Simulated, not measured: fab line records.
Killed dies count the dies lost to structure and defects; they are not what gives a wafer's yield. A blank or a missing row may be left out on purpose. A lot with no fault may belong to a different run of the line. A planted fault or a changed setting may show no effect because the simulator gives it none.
Which tool was responsible? / flow nand_harc / 7 lots, 21 wafers sampled, at 1 step of a route of 1302

## WHAT EACH GAUGE READ, for each wafer
NHARC_A_M0_CD_MEAS_16.
lot=L572; measured=day 23 10:43; on=cd_sem-02; cd_nm (nm)=78.8 78.9 79.7
lot=L574; measured=day 23 16:38; on=cd_sem-03; cd_nm (nm)=81.1 81.5 79.8
lot=L580; measured=day 26 03:13; on=cd_sem-01; cd_nm (nm)=82.4 79.8 80.8
lot=L577; measured=day 26 16:19; on=cd_sem-02; cd_nm (nm)=78.9 80.7 81.0
lot=L583; measured=day 28 16:04; on=cd_sem-03; cd_nm (nm)=79.6 80.6 80.0
lot=L586; measured=day 29 15:06; on=cd_sem-01; cd_nm (nm)=78.9 78.6 79.5
lot=L590; measured=day 30 04:47; on=cd_sem-03; cd_nm (nm)=79.5 81.1 80.1

## TOOL THAT RAN EACH LOT (tool first, then ch and the chambers of the sampled wafers, then the start)
The record shows no process step preceding these readings.

## THE ANSWER, worked out from the rows above alone
Rule: usual is defined by the lots themselves. The widest of any qualifying gaps counts: lots, ordered by their means at a reading, are off when they make up no more than a third of the lots, leave a main group of 4 or more, and stand apart from it by 3 or more times the standard deviation of that group's means. If all means in a main group match to the digits the tables above print for the reading, that group is not used. A lot without any number at a reading at which 4 lots or more have one is off too. Any other lot the step has rows for is counted as sound.
None of the lots is off at any reading shown; this tells nothing.

## WHAT THE SIMULATOR PUT IN
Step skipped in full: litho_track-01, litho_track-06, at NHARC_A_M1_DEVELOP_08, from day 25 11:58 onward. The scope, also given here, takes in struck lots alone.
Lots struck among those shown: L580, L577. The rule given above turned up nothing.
